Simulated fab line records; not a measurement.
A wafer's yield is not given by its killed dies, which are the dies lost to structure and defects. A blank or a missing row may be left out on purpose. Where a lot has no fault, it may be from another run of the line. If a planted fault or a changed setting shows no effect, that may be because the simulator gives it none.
Matching of chambers | flow n5-finfet | rie-diel-05 running N5_BEOL_M10_DESCUM_16: 4 sister chambers
The step chemistry O2, time 7.9 s. 4 wafers are shown with their chamber, then 9 later ones without.

== EACH WAFER AND ITS CHAMBER ==
wafer  | chamber | throttle-valve-pct (%)
L080.1 | 3       | 20.28
L083.5 | 0       | 20.30
L085.2 | 2       | 20.52
L085.6 | 1       | 19.85

== WAFERS WITH NO CHAMBER GIVEN ==
wafer  | throttle-valve-pct (%)
L086.2 | 20.55
L086.3 | 20.29
L086.4 | 19.86
L097.1 | 20.35
L097.5 | 20.59
L097.6 | 20.34
L095.1 | 20.36
L095.4 | 20.60
L095.5 | 20.59

== THE CHAMBER EACH PASSED THROUGH ==
wafer  | from the rows above          | in truth
L086.2 | 2                            | 2
L086.3 | can't be placed: 3 or 0      | 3
L086.4 | 1                            | 1
L097.1 | can't be placed: 0 or 3      | 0
L097.5 | 2                            | 2
L097.6 | can't be placed: 0 or 3      | 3
L095.1 | can't be placed: 0 or 3 or 2 | 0
L095.4 | 2                            | 2
L095.5 | 2                            | 2
Placed correctly: 5 of 9. Can't be placed from these rows: 4 (the true chamber is among the candidates in 4). 0 placed wrongly.
How it was worked out, from the rows above alone: a wafer's distance from a chamber is the root of the sum, over the readings, of the square of ((its reading less the chamber's mean) divided by the reading's scatter). If the next closest chamber is less than 2 further off than the closest, the wafer can't be placed; otherwise it belongs to the closest. The mean given for a chamber averages the wafers shown for that chamber. The scatter: root of mean squared gap, hidden wafer to nearest shown wafer, with one shown wafer a chamber.
